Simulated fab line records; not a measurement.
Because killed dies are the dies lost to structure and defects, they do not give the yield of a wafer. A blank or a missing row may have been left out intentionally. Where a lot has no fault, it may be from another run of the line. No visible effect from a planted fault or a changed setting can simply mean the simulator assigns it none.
fab line records	flow n5Finfet
[record] lots = 7	wafers = 21
route steps=1938 shown SD_EPI_P@301 HKMG_FIN@392 MOL_CONTACT_COAG@594 BEOL_M0_CUTY@713 BEOL_M2@845
startH: the number of hours between the record's first day and the start of the first shown wafer of the lot	waitH: time in hours since the lot's previous step	" as in the row above	L1.1+2: a single row standing in for several wafers	- no value, or no start given	* or withheld: withheld	< > ~ a bound
route shown NAME@n: names a module that has steps shown in the file, with the first one's number in the route	usual: the fault-free wafers' mean and standard deviation	same: alike in all rows	chamber/n: place in a boat	sites: each site's reading	_std_site: the values' standard deviation	_edge_site: the outer-site mean with the inner-site mean subtracted	radiusMm: for every site, how far away it sits from the centre of the wafer	mask NAME#n: copy n	behind: the most recent tool/chamber to have shaped the wafer	hold: what put the lot on hold/how long, in hours/how the hold closed	device: which transistor (n, p or np) failed to switch	end of line: the route-end tests of the same wafers	for a step that has no rows: nothing shown but its recipe	killed: at the first sort, the dies lost to defects and structure; wafer yield is something else	map: shows each die of a wafer: x if killed, . if not, _ if none is there
set.NAME: the run value of the setting; set.NAME@STEP: its run value at that earlier step	model.NAME: the simulator's own value behind a step, which no gauge read
lots run with intentionally changed settings; tables by step, rows by wafer
[[steps]]
[step N5_SD_EPI_P_PEB_07]
[recipe] pebTempC = 110	pebTimeS = 60	resist = CAR-ArF-block
lot.wafer	tool	chamber	startH	waitH	set.pebTimeS
L076.3+6	lithoTrack-04	0	66.03	0.0	60
L076.5	"	0	"	"	71
L078.1	lithoTrack-04	0	81.84	0.1	60
L078.3+6	"	0	"	"	72.17
L079.2+5+6	lithoTrack-02	0	83.70	0.0	60
L080.1	lithoTrack-01	0	89.86	0.1	60
L080.3+4	"	0	"	"	53.62
L083.3+4+6	lithoTrack-02	0	111.60	0.0	60
L085.3+5+6	lithoTrack-04	0	127.21	0.0	60
L087.2+4	lithoTrack-04	0	138.92	0.0	63.39
L087.5	"	0	"	"	60
[step N5_SD_EPI_P_DEVELOP_08]
[recipe] developTimeS = 30	developer = TMAH	resist = CAR-ArF-block	devTempC = 23	rinseLiquid = diw	dry = airSpin
[step N5_SD_EPI_P_CD_MEAS_09]
[recipe] targetCdNm = 240	landingEnergyEv = 500	detector = seInlens
[usual] cdNm = 240.2/1.1
lot.wafer	tool	chamber	startH	waitH	set.pebTimeS@SD_EPI_P_PEB_07	cdNm
L076.3	cdSem-03	0	66.10	-	60	240.4
L076.5	"	0	"	"	71	246.3
L076.6	"	0	"	"	60	239.1
L078.1	cdSem-01	0	81.91	-	60	239.8
L078.3	"	0	"	"	72.17	247.0
L078.6	"	0	"	"	72.17	245.9
L079.2	cdSem-03	0	83.77	-	60	239.9
L079.5	"	0	"	"	60	241.7
L079.6	"	0	"	"	60	241.4
L080.1	cdSem-02	0	89.93	-	60	240.4
L080.3	"	0	"	"	53.62	236.8
L080.4	"	0	"	"	53.62	236.6
L083.3	cdSem-02	0	111.67	-	60	241.7
L083.4	"	0	"	"	60	241.7
L083.6	"	0	"	"	60	240.8
L085.3	cdSem-03	0	127.28	-	60	238.2
L085.5	"	0	"	"	60	238.5
L085.6	"	0	"	"	60	240.0
L087.2	cdSem-02	0	138.99	-	63.39	242.9
L087.4	"	0	"	"	63.39	240.0
L087.5	"	0	"	"	60	239.7
[step N5_SD_EPI_P_DESCUM_14]
[recipe] chemistry = O2	timeS = 7.9	sourcePowerW = 50	biasPowerW = 20	pressureMtorr = 20	rfFrequencyHz = 2.712e+07	tempC = 40	resist = CAR-ArF-block	o2FlowSccm = 225
lot.wafer	tool	chamber	startH	waitH	set.pebTimeS@SD_EPI_P_PEB_07	model.SD_EPI_P.cdNm
L076.3	rieDiel-02	3	66.18	0.0	60	241
L076.5	"	0	"	"	71	246.6
L076.6	"	1	"	"	60	239.2
L078.1	rieDiel-04	2	82.12	0.2	60	239.8
L078.3	"	0	"	"	72.17	246.4
L078.6	"	3	"	"	72.17	245.8
L079.2	rieDiel-06	3	83.85	0.0	60	239.8
L079.5+6	"	1,0	"	"	60	241.6
L080.1	rieDiel-04	1	90.02	0.0	60	240.6
L080.3	"	3	"	"	53.62	236.6
L080.4	"	2	"	"	53.62	236.8
L083.3	rieDiel-04	2	111.78	0.1	60	242.2
L083.4	"	1	"	"	60	241.4
L083.6	"	3	"	"	60	240.6
L085.3	rieDiel-02	2	127.37	0.0	60	238.2
L085.5	"	0	"	"	60	238.6
L085.6	"	1	"	"	60	239.8
L087.2	rieDiel-06	1	139.09	0.0	63.39	243
L087.4	"	2	"	"	63.39	240.6
L087.5	"	2	"	"	60	240
[step N5_SD_EPI_P_ETCH_36]
[recipe] chemistry = CF4	target = SiARC	targetDepthA = 455	maskMaterial = CAR-ArF-block	timeS = 75.8	ionEnergyEv = 80	pressureMtorr = 40	sourceW = 545	biasW = 36	Ar_flow_sccm = 100	cf4FlowSccm = 100	ends = cleared
lot.wafer	tool	chamber	startH	waitH	set.pebTimeS@SD_EPI_P_PEB_07	model.SD_EPI_P.cdNm
L076.3	rieDiel-02	3	66.22	0.0	60	241.4
L076.5	"	0	"	"	71	246.6
L076.6	"	1	"	"	60	239
L078.1	rieDiel-04	2	82.16	0.0	60	240.2
L078.3	"	0	"	"	72.17	246
L078.6	"	3	"	"	72.17	245.8
L079.2	rieDiel-06	3	83.89	0.0	60	239.4
L079.5	"	1	"	"	60	240.8
L079.6	"	0	"	"	60	241.4
L080.1	rieDiel-04	1	90.05	0.0	60	240.8
L080.3	"	3	"	"	53.62	236.6
L080.4	"	2	"	"	53.62	237.2
L083.3	rieDiel-04	2	111.82	0.0	60	242.6
L083.4	"	1	"	"	60	241.4
L083.6	"	3	"	"	60	240.8
L085.3	rieDiel-02	2	127.40	0.0	60	238
L085.5	"	0	"	"	60	238.2
L085.6	"	1	"	"	60	239.6
L087.2	rieDiel-06	1	139.12	0.0	63.39	242.6
L087.4	"	2	"	"	63.39	240.4
L087.5	"	2	"	"	60	240
[step N5_HKMG_FIN_COAT_43]
[recipe] resist = CAR-ArF	spinRpm = 1500	resistThkNm = 90
lot.wafer	tool	chamber	startH	waitH	set.spinRpm	model.CAR-ArF_of_HKMG_FIN_COAT_43.thkNm
L076.3	lithoTrack-02	0	-	-	1500	90.2
L076.5	"	0	"	"	1598	87.8
L076.6	"	0	"	"	1598	87.6
L078.1	lithoTrack-04	0	-	-	1635	86.6
L078.3	"	0	"	"	1635	86.2
L078.6	"	0	"	"	1500	90
L079.2+6	lithoTrack-02	0	-	-	1500	89.8
L079.5	"	0	"	"	1500	89.6
L080.1+3+4	lithoTrack-02	0	-	-	1500	90.2
L083.3	lithoTrack-02	0	-	-	1500	89.6
L083.4	"	0	"	"	1500	89.8
L083.6	"	0	"	"	1618	86.4
L085.3	lithoTrack-05	0	-	-	1500	90.2
L085.5	"	0	"	"	1443	91.6
L085.6	"	0	"	"	1443	91.8
L087.2	lithoTrack-04	0	-	-	1500	90
L087.4	"	0	"	"	1596	87
L087.5	"	0	"	"	1596	86.8
[step N5_HKMG_FIN_EBR_45]
[recipe] solvent = PGMEA	ebrWidthMm = 1.5
[step N5_HKMG_FIN_SOFTBAKE_44]
[recipe] tempC = 110	timeS = 60	resist = CAR-ArF
[step N5_HKMG_FIN_EXPOSE_46]
[recipe] maskId = NDIPOLE	na = 1.35	sourceShape = conventional	sigmaOuter = 0.8	polarization = unpolarized	doseMj = 40
[step N5_HKMG_FIN_PEB_47]
[recipe] pebTempC = withheld	pebTimeS = 60	resist = CAR-ArF
[step N5_HKMG_FIN_DEVELOP_48]
[recipe] developTimeS = 30	developer = TMAH	resist = CAR-ArF	rinseLiquid = diw	dry = airSpin	devTempC = 23
lot.wafer	tool	chamber	startH	waitH	set.spinRpm@HKMG_FIN_COAT_43	model.CAR-ArF_of_HKMG_FIN_COAT_43.thkNm
L076.3	lithoTrack-04	0	-	-	1500	88.6
L076.5	"	0	"	"	1598	86.2
L076.6	"	0	"	"	1598	85.8
L078.1	lithoTrack-02	0	-	-	1635	84.8
L078.3	"	0	"	"	1635	84.4
L078.6	"	0	"	"	1500	88.4
L079.2+5+6	lithoTrack-04	0	-	-	1500	88
L080.1	lithoTrack-02	0	-	-	1500	88.4
L080.3+4	"	0	"	"	1500	88.6
L083.3+4	lithoTrack-05	0	-	-	1500	88
L083.6	"	0	"	"	1618	84.6
L085.3	lithoTrack-02	0	-	-	1500	88.6
L085.5	"	0	"	"	1443	90
L085.6	"	0	"	"	1443	90.2
L087.2	lithoTrack-05	0	-	-	1500	88.4
L087.4	"	0	"	"	1596	85.4
L087.5	"	0	"	"	1596	85.2
[step N5_HKMG_FIN_DESCUM_53]
[recipe] chemistry = O2	timeS = 7.9	sourcePowerW = 50	biasPowerW = 20	pressureMtorr = 20	rfFrequencyHz = 2.712e+07	tempC = 40	resist = CAR-ArF	o2FlowSccm = 225
[step N5_HKMG_FIN_ETCH_54]
[recipe] chemistry = CF4	target = SiARC	targetDepthA = 455	maskMaterial = CAR-ArF	timeS = 75.8	ionEnergyEv = 80	pressureMtorr = 40	sourceW = 545	biasW = 36	Ar_flow_sccm = 100	cf4FlowSccm = 100	ends = cleared
lot.wafer	tool	chamber	startH	waitH	set.spinRpm@HKMG_FIN_COAT_43	model.CAR-ArF_of_HKMG_FIN_COAT_43.thkNm
L076.3	rieDiel-05	3	84.36	0.0	1500	51.2
L076.5	"	3	"	"	1598	48.6
L076.6	"	2	"	"	1598	48.2
L078.1	rieDiel-01	1	104.17	0.0	1635	47.2
L078.3	"	2	"	"	1635	46.8
L078.6	"	2	"	"	1500	50.8
L079.2+5+6	rieDiel-03	3,2,3	106.07	0.0	1500	50.6
L080.1	rieDiel-01	0	110.39	0.0	1500	50.8
L080.3	"	1	"	"	1500	51.2
L080.4	"	3	"	"	1500	51
L083.3	rieDiel-01	1	129.91	0.0	1500	50.6
L083.4	"	0	"	"	1500	50.4
L083.6	"	3	"	"	1618	47
L085.3	rieDiel-01	1	145.24	0.0	1500	51
L085.5	"	0	"	"	1443	52.4
L085.6	"	1	"	"	1443	52.8
L087.2	rieDiel-03	1	157.45	0.0	1500	51
L087.4	"	3	"	"	1596	48
L087.5	"	0	"	"	1596	47.8
[step N5_HKMG_FIN_ETCH_55]
[recipe] chemistry = N2/H2	target = SOC	targetDepthA = 2400	tempC = 40	timeS = 300	ionEnergyEv = 200	maskMaterial = SiARC	pressureMtorr = 30	sourceW = 840	biasW = 150	n2FlowSccm = 200	h2FlowSccm = 200
lot.wafer	tool	chamber	startH	waitH	set.timeS	model.etch.depthNm	model.HKMG_FIN.featureDepthNm	model.SiARC_of_HKMG_FIN_COAT_42.thkNm
L076.3	rieDiel-05	3	84.42	0.0	300	244.2	244.2	20.8
L076.5	"	3	"	"	333.5	270.8	270.8	19.2
L076.6	"	2	"	"	300	241.8	241.8	20.8
L078.1	rieDiel-01	1	104.93	0.7	300	235.7	235.8	21.4
L078.3	"	2	"	"	342.7	256.6	256.6	21
L078.6	"	2	"	"	342.7	260.3	260.4	20.8
L079.2	rieDiel-03	3	106.13	0.0	300	262.1	262	20
L079.5	"	2	"	"	300	241.8	241.8	21.4
L079.6	"	3	"	"	300	261.7	261.8	20
L080.1	rieDiel-01	0	110.44	0.0	340.5	285.2	285.2	18.8
L080.3	"	1	"	"	340.5	266.8	266.8	19.4
L080.4	"	3	"	"	300	237.8	237.8	21.6
L083.3	rieDiel-01	1	129.96	0.0	300	233.6	233.6	21.4
L083.4	"	0	"	"	332.5	277	277	19.2
L083.6	"	3	"	"	300	236.7	236.8	21.8
L085.3	rieDiel-01	1	145.30	0.0	300	235.9	236	21.4
L085.5	"	0	"	"	232.6	198	198	23.6
L085.6	"	1	"	"	232.6	182.4	182.4	24.2
L087.2	rieDiel-03	1	157.50	0.0	300	250	250	20.2
L087.4	"	3	"	"	300	256.5	256.6	20.2
L087.5	"	0	"	"	300	246.5	246.4	20.4
[step N5_MOL_CONTACT_COAG_COAT_63]
[recipe] resist = SiARC	tempC = 220	timeS = 60	spinRpm = 1500	resistThkNm = 10
lot.wafer	tool	chamber	startH	waitH	set.spinRpm	model.SiARC_of_MOL_CONTACT_COAG_COAT_63.thkNm
L076.3+6	lithoTrack-04	0	-	-	1500	10
L076.5	"	0	"	"	1657	9.6
L078.1	lithoTrack-03	0	-	-	1500	10
L078.3+6	"	0	"	"	1404	10.4
L079.2+5+6	lithoTrack-05	0	-	-	1500	10
L080.1+4	lithoTrack-04	0	-	-	1500	10
L080.3	"	0	"	"	1591	9.8
L083.3+6	lithoTrack-05	0	-	-	1375	10.4
L083.4	"	0	"	"	1500	10
L085.3+6	lithoTrack-04	0	-	-	1500	10
L085.5	"	0	"	"	1653	9.6
L087.2+4+5	lithoTrack-05	0	-	-	1500	10
[step N5_MOL_CONTACT_COAG_COAT_64]
[recipe] resist = underlayer	tempC = 205	timeS = 60	spinRpm = 1500	resistThkNm = 10
lot.wafer	tool	chamber	startH	waitH	set.spinRpm	model.underlayer_of_MOL_CONTACT_COAG_COAT_64.thkNm
L076.3+5+6	lithoTrack-04	0	-	-	1500	10
L078.1+3+6	lithoTrack-03	0	-	-	1384	10.4
L079.2+5+6	lithoTrack-05	0	-	-	1500	10
L080.1+3	lithoTrack-04	0	-	-	1500	10
L080.4	"	0	"	"	1342	10.4
L083.3	lithoTrack-05	0	-	-	1592	9.8
L083.4+6	"	0	"	"	1500	10
L085.3+5+6	lithoTrack-04	0	-	-	1444	10.2
L087.2+4+5	lithoTrack-05	0	-	-	1500	10
[step N5_MOL_CONTACT_COAG_COAT_34]
[recipe] resist = CAR-EUV	spinRpm = 1500	resistThkNm = 40
[step N5_MOL_CONTACT_COAG_EBR_36]
[recipe] solvent = PGMEA	ebrWidthMm = 1.5
[step N5_MOL_CONTACT_COAG_DESCUM_45]
[recipe] chemistry = O2	timeS = 7	sourcePowerW = 50	biasPowerW = 20	pressureMtorr = 20	rfFrequencyHz = 2.712e+07	tempC = 40	resist = CAR-EUV	o2FlowSccm = 225
[step N5_MOL_CONTACT_COAG_ETCH_65]
[recipe] chemistry = N2/H2	target = underlayer	targetDepthA = 130	maskMaterial = CAR-EUV	timeS = 10.4	ionEnergyEv = 200	pressureMtorr = 30	sourceW = 840	biasW = 150	n2FlowSccm = 200	h2FlowSccm = 200	ends = cleared
lot.wafer	tool	chamber	startH	waitH	set.spinRpm@MOL_CONTACT_COAG_COAT_64	model.CAR-EUV_of_MOL_CONTACT_COAG_COAT_34.thkNm	model.etch.depthNm
L076.3	rieDiel-05	2	117.90	0.0	1500	25	9.974
L076.5	"	1	"	"	1500	24.8	9.976
L076.6	"	0	"	"	1500	25	9.932
L078.1	rieDiel-05	2	132.18	0.0	1384	24.2	10.36
L078.3	"	0	"	"	1384	24.2	10.34
L078.6	"	2	"	"	1384	24.2	10.39
L079.2	rieDiel-05	0	134.61	0.0	1500	24.8	9.981
L079.5	"	3	"	"	1500	24.8	9.995
L079.6	"	0	"	"	1500	24.8	9.99
L080.1	rieDiel-01	3	137.54	0.0	1500	24.6	9.969
L080.3	"	1	"	"	1500	24.8	9.939
L080.4	"	3	"	"	1342	24	10.49
L083.3	rieDiel-03	0	157.34	0.0	1592	25	9.703
L083.4	"	0	"	"	1500	24.6	10.01
L083.6	"	1	"	"	1500	24.6	10.03
L085.3+5	rieDiel-01	0	171.71	0.0	1444	24.4	10.17
L085.6	"	2	"	"	1444	24.4	10.16
L087.2+5	rieDiel-03	1,2	185.71	0.0	1500	24.6	10.02
L087.4	"	2	"	"	1500	24.6	9.996
[step N5_MOL_CONTACT_COAG_ETCH_66]
[recipe] chemistry = CF4	target = SiARC	targetDepthA = 130	maskMaterial = CAR-EUV	timeS = 21.7	ionEnergyEv = 80	pressureMtorr = 40	sourceW = 545	biasW = 36	Ar_flow_sccm = 100	cf4FlowSccm = 100	ends = cleared
lot.wafer	tool	chamber	startH	waitH	set.spinRpm@MOL_CONTACT_COAG_COAT_63	model.etch.depthNm
L076.3	rieDiel-05	2	117.92	0.0	1500	10.03
L076.5	"	1	"	"	1657	9.539
L076.6	"	0	"	"	1500	9.99
L078.1	rieDiel-05	2	132.20	0.0	1500	10
L078.3	"	0	"	"	1404	10.33
L078.6	"	2	"	"	1404	10.36
L079.2	rieDiel-05	0	134.63	0.0	1500	10.03
L079.5+6	"	3,0	"	"	1500	10.02
L080.1+4	rieDiel-01	3	137.56	0.0	1500	10.04
L080.3	"	1	"	"	1591	9.746
L083.3	rieDiel-03	0	157.36	0.0	1375	10.48
L083.4	"	0	"	"	1500	9.998
L083.6	"	1	"	"	1375	10.47
L085.3	rieDiel-01	0	171.73	0.0	1500	10.04
L085.5	"	0	"	"	1653	9.5
L085.6	"	2	"	"	1500	10
L087.2+5	rieDiel-03	1,2	185.73	0.0	1500	10.03
L087.4	"	2	"	"	1500	10.02
[step N5_BEOL_M0_CUTY_ETCH_63]
[recipe] chemistry = N2/H2	target = SOC	targetDepthA = 827	overetchA = 165	maskMaterial = SiARC	tempC = 40	ionEnergyEv = 200	timeS = 124	pressureMtorr = 30	sourceW = 840	biasW = 150	n2FlowSccm = 200	h2FlowSccm = 200
[usual] rfVppV = 524.2/2.7
lot.wafer	tool	chamber	startH	waitH	set.sourceW	rfVppV	model.SiO2_of_BEOL_M0_SAQP_SPACER2_ALD_26.thkNm
L076.3	rieDiel-03	0	132.13	0.0	840	526.1	7
L076.5	"	3	"	"	840	523.3	7
L076.6	"	2	"	"	949.6	499.5	6.6
L078.1	rieDiel-03	2	144.60	0.0	840	520.4	7.2
L078.3	"	0	"	"	840	526.1	7
L078.6	"	0	"	"	705.4	559.0	7.6
L079.2	rieDiel-03	0	146.71	0.0	840	527.5	7
L079.5	"	0	"	"	840	526.1	7
L079.6	"	1	"	"	840	521.1	6.8
L080.1	rieDiel-01	3	149.92	0.0	840	518.8	7.2
L080.3	"	1	"	"	840	528.1	7
L080.4	"	0	"	"	840	525.3	7
L083.3	rieDiel-01	1	175.09	0.0	840	527.5	7.2
L083.4	"	0	"	"	840	524.1	7
L083.6	"	2	"	"	840	525.3	7
L085.3	rieDiel-01	0	189.73	0.0	840	523.8	7
L085.5	"	3	"	"	709.8	558.8	7.4
L085.6	"	2	"	"	709.8	557.6	7.4
L087.2	rieDiel-01	0	200.07	0.0	795.3	534.2	7.2
L087.4	"	3	"	"	840	528.0	7.2
L087.5	"	2	"	"	795.3	536.2	7.2
[step N5_BEOL_M2_COAT_61]
[recipe] resist = SOC	tempC = 250	timeS = 60	spinRpm = 1500	resistThkNm = 60
lot.wafer	tool	chamber	startH	waitH	set.spinRpm	model.SOC_of_BEOL_M2_COAT_61.thkNm
L076.3+6	lithoTrack-01	0	145.83	0.1	1452	61
L076.5	"	0	"	"	1500	60
L078.1+6	lithoTrack-01	0	161.85	0.1	1584	58.4
L078.3	"	0	"	"	1500	60.4
L079.2	lithoTrack-03	0	161.95	0.1	1500	59.6
L079.5+6	"	0	"	"	1500	60
L080.1+3+4	lithoTrack-03	0	168.09	0.1	1500	60
L083.3+4	lithoTrack-02	0	194.32	0.1	1500	60
L083.6	"	0	"	"	1500	60.2
L085.3	lithoTrack-02	0	209.48	0.1	1596	57.8
L085.5	"	0	"	"	1500	59.8
L085.6	"	0	"	"	1596	58
L087.2+5	lithoTrack-02	0	222.20	0.1	1500	60
L087.4	"	0	"	"	1388	62.4
[[key]]
[split] step = N5_SD_EPI_P_PEB_07	setting = pebTimeS	stated = 60	by = wafer
[response] step = N5_SD_EPI_P_CD_MEAS_09	reading = cdNm	change = +0.342	per = 1%	r = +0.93
[response] step = N5_SD_EPI_P_DESCUM_14	reading = model.SD_EPI_P.cdNm	change = +0.335	per = 1%	r = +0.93
[response] step = N5_SD_EPI_P_ETCH_36	reading = model.SD_EPI_P.cdNm	change = +0.317	per = 1%	r = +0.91
[split] step = N5_HKMG_FIN_COAT_43	setting = spinRpm	stated = 1500	by = wafer
[response] step = N5_HKMG_FIN_COAT_43	reading = model.CAR-ArF_of_HKMG_FIN_COAT_43.thkNm	change = -0.416	per = 1%	r = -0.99
[response] step = N5_HKMG_FIN_DEVELOP_48	reading = model.CAR-ArF_of_HKMG_FIN_COAT_43.thkNm	change = -0.429	per = 1%	r = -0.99
[response] step = N5_HKMG_FIN_ETCH_54	reading = model.CAR-ArF_of_HKMG_FIN_COAT_43.thkNm	change = -0.44	per = 1%	r = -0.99
[split] step = N5_HKMG_FIN_ETCH_55	setting = timeS	stated = 300	by = wafer
[response] step = N5_HKMG_FIN_ETCH_55	reading = model.etch.depthNm	change = +2.32	per = 1%	r = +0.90
[response] step = N5_HKMG_FIN_ETCH_55	reading = model.HKMG_FIN.featureDepthNm	change = +2.32	per = 1%	r = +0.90
[response] step = N5_HKMG_FIN_ETCH_55	reading = model.SiARC_of_HKMG_FIN_COAT_42.thkNm	change = -0.125	per = 1%	r = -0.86
[split] step = N5_MOL_CONTACT_COAG_COAT_63	setting = spinRpm	stated = 1500	by = wafer
[response] step = N5_MOL_CONTACT_COAG_COAT_63	reading = model.SiARC_of_MOL_CONTACT_COAG_COAT_63.thkNm	change = -0.0426	per = 1%	r = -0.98
[response] step = N5_MOL_CONTACT_COAG_ETCH_66	reading = model.etch.depthNm	change = -0.0504	per = 1%	r = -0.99
[split] step = N5_MOL_CONTACT_COAG_COAT_64	setting = spinRpm	stated = 1500	by = wafer
[response] step = N5_MOL_CONTACT_COAG_COAT_64	reading = model.underlayer_of_MOL_CONTACT_COAG_COAT_64.thkNm	change = -0.0366	per = 1%	r = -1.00
[response] step = N5_MOL_CONTACT_COAG_ETCH_65	reading = model.CAR-EUV_of_MOL_CONTACT_COAG_COAT_34.thkNm	change = +0.0661	per = 1%	r = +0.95
[response] step = N5_MOL_CONTACT_COAG_ETCH_65	reading = model.etch.depthNm	change = -0.0513	per = 1%	r = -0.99
[split] step = N5_BEOL_M0_CUTY_ETCH_63	setting = sourceW	stated = 840	by = wafer
[response] step = N5_BEOL_M0_CUTY_ETCH_63	reading = rfVppV	change = -2.12	per = 1%	r = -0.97
[response] step = N5_BEOL_M0_CUTY_ETCH_63	reading = model.SiO2_of_BEOL_M0_SAQP_SPACER2_ALD_26.thkNm	change = -0.0279	per = 1%	r = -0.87
[split] step = N5_BEOL_M2_COAT_61	setting = spinRpm	stated = 1500	by = wafer
[response] step = N5_BEOL_M2_COAT_61	reading = model.SOC_of_BEOL_M2_COAT_61.thkNm	change = -0.322	per = 1%	r = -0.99
